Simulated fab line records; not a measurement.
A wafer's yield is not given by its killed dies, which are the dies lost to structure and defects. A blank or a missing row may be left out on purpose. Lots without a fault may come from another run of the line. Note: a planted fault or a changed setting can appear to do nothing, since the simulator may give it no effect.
Chamber matching | flow n5_finfet | N5_SDB_ETCH_18 on rie_diel-06 has 4 sister chambers
The step etches SOC in N2/H2, target depth 100 nm, overetch 20 nm, time 150 s. 4 wafers are shown with their chamber, then 7 later ones without.

## WAFERS WITH THEIR CHAMBER
wafer  | chamber | showerhead_plenum_p_Torr (Torr)
L077.4 | 1       | 2.71
L083.4 | 2       | 2.45
L088.2 | 3       | 2.41
L088.5 | 0       | 2.54

## WAFERS MISSING THEIR CHAMBER
wafer  | showerhead_plenum_p_Torr (Torr)
L088.6 | 2.41
L090.2 | 2.44
L090.3 | 2.41
L090.6 | 2.44
L093.1 | 2.41
L093.5 | 2.41
L093.6 | 2.44

## CHAMBER TAKEN BY EACH
wafer  | from the rows above | in truth
L088.6 | 3                   | 3
L090.2 | 2                   | 2
L090.3 | 3                   | 3
L090.6 | 2                   | 2
L093.1 | 3                   | 3
L093.5 | 3                   | 3
L093.6 | 2                   | 2
Placed correctly: 7 of 7. Can't be placed from these rows: 0. 0 placed wrongly.
How it was worked out, from the rows above alone: a wafer's distance from a chamber is the root of the sum, over the readings, of the square of ((its reading less the chamber's mean) divided by the reading's scatter). The wafer belongs to the nearest chamber; if the next one is less than 2 further off, it can't be placed. The mean given for a chamber averages the wafers shown for that chamber. The scatter: root of mean squared gap, hidden wafer to nearest shown wafer, with one shown wafer a chamber.
